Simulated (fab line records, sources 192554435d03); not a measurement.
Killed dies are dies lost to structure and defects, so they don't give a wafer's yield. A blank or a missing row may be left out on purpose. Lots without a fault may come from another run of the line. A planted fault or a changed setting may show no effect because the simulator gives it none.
A struck lot beside a sound one | flow n5_finfet | 35 steps out of a route of 1938
Sound: wafers L678.1, L678.5, L678.6. Struck: wafer L681.1. (L681.2, L681.6 of the same lot were not struck and are left out.) The cause comes at the end.
At each step with rows: each side's tool, then ch and its chambers, then its first start. Under that, the readings that differ: sound wafers | struck wafers | difference of the means | sigmas: that difference in standard deviations of wafers without a fault.
alike: readings whose means differ by less than 2 such deviations, and words and numbers that are the same on both sides. not compared: withheld readings, readings that some wafer has no value for, bounds like >300 that may hide the same value, and numbers for which the record gives no deviation and whose values overlap.
The two part at a step that has a row with sigmas, a row that says differs or no value, or rows on one side only. Numbers that don't overlap but have no deviation are shown without sigmas and don't part them. A reading that every wafer of one side lacks parts them only if that side has two wafers or more.

first, 11 steps without rows for these wafers: N5_MOL_CONTACT_COAG_STRIP_69 (strips in N2/H2); N5_MOL_CONTACT_COAG_ETCHBACK_136 (etches SiO2 in CHF3, target depth 25 nm, time 16.7 s); N5_MOL_CONTACT_COAG_STRIP_120 (strips in CHF3); N5_MOL_CONTACT_COAG_VIA_ETCH_117 (etches SiO2 in C4F6/O2, target depth 40 nm, overetch 8 nm, time 26 s); N5_MOL_CONTACT_COAG_ETCH_124 (etches SiNx in CH3F/O2, stops on SiOC, target depth 6.5 nm); N5_MOL_CONTACT_COAG_ETCH_48 (etches SiOC in C4F6/O2, target depth 15 nm, overetch 4.5 nm, time 17 s); N5_MOL_CONTACT_COAG_STRIP_72 (strips in N2/H2); N5_MOL_CONTACT_COAG_STRIP_49 (strips in N2/H2, time 30 s); N5_MOL_CONTACT_COAG_PRECLEAN_138 (cleans in alkaline clean, time 60 s); N5_MOL_CONTACT_COAG_SRD_139 (time 30 s); N5_MOL_CONTACT_COAG_PRE_CLEAN_121.
N5_MOL_CONTACT_COAG_CVD_140: deposits W, target thk 66.5 nm, time 215 s.
  sound on cvd_w-01 ch 0,1, day 7 00:03; struck on cvd_w-02 ch 0, day 7 09:44
  alike: heater_power_w
then, 22 steps without rows for these wafers: N5_MOL_CONTACT_COAG_PRECLEAN_127 (cleans in DIW, time 57.5 s); N5_MOL_CONTACT_COAG_SRD_128 (dry time 32 s); N5_MOL_CONTACT_COAG_CMP_52 (polishes, stops on SiO2, t overpolish 1.5 s, target thk 66.5 nm); N5_MOL_CONTACT_COAG_ANNEAL_112 (time 1800 s); N5_BEOL_M0_SAQP_PECVD_00 (deposits SiCN from 3MS/NH3, target thk 8 nm, time 14 s); N5_BEOL_M0_SAQP_ILD_DEP_01 (deposits SiOC from DEMS/O2, target thk 45.419 nm, time 8.7 s); N5_BEOL_M0_SAQP_HM_DEP_02 (deposits TiN, target thk 12 nm); N5_BEOL_M0_SAQP_PECVD_03 (deposits SiCN from 3MS/NH3, target thk 12 nm, time 21.1 s); N5_BEOL_M0_SAQP_PECVD_96 (deposits a-Si from SiH4/He, target thk 45 nm, time 45.2 s); N5_BEOL_M0_SAQP_PECVD_97 (deposits SiNx from SiH4/NH3/N2, target thk 23 nm, time 19.9 s); N5_BEOL_M0_SAQP_PECVD_04 (deposits a-Si from SiH4/He, target thk 60 nm, time 60.2 s); N5_BEOL_M0_SAQP_HM_DEP_111 (deposits SiO2 from SiH4/N2O, target thk 12 nm, time 7.2 s); N5_BEOL_M0_SAQP_COAT_81 (time 60 s, resist thk 100 nm); N5_BEOL_M0_SAQP_COAT_82 (time 60 s, resist thk 30 nm); N5_BEOL_M0_SAQP_COAT_08 (resist thk 90 nm); N5_BEOL_M0_SAQP_EBR_10; N5_BEOL_M0_SAQP_SOFTBAKE_09 (time 60 s); N5_BEOL_M0_SAQP_EXPOSE_11 (exposes mask M0 CORE, target cd 42 nm); N5_BEOL_M0_SAQP_PEB_12 (peb time 60 s); N5_BEOL_M0_SAQP_DEVELOP_13 (develop time 30 s); N5_BEOL_M0_SAQP_DESCUM_19 (chemistry O2, time 7.9 s); N5_BEOL_M0_SAQP_ETCH_83 (etches SiARC in CF4, target depth 39 nm, time 65 s).
-- the record jumps here: 7 days lie between the struck wafers' starts before and after (it left off in module BEOL_M0_SAQP and takes up again in module PASSIVATION, whose first step shown is number 1936 of the route) --
N5_PASSIVATION_PROBE_49:
  sound on prober-01, day 13 11:53; struck on prober-01, day 14 05:29
  reading                  | sound          | struck | difference | sigmas
  defect_limited_yield (%) | 90.4 90.7 91.7 | 78.7   | -12.2      | -8
  killed_at_contacts       | 6 14 8         | 147    | +138       | +19
  killed_dies              | 113 110 98     | 251    | +144       | +8
  killed_on_rim            | 19 14 8        | 25     | +11        | +3
  sort_bin_5_function (%)  | 5.8 5.3 5.2    | 12.5   | +7.1       | +7
  sort_bin_6_memory (%)    | 3.5 3.6 2.8    | 4.9    | +1.6       | +2
  sort_n_pass              | 1067 1070 1082 | 929    | -144       | -8
  sort_yield_pct (%)       | 90.4 90.7 91.7 | 78.7   | -12.2      | -8
  alike: killed_at_M0_to_M3, killed_at_M4_up, killed_at_front_end, killed_at_other, killed_open, killed_short

WHERE THEY PART
Only at N5_PASSIVATION_PROBE_49, within this record.

WHY: what the simulator had put in
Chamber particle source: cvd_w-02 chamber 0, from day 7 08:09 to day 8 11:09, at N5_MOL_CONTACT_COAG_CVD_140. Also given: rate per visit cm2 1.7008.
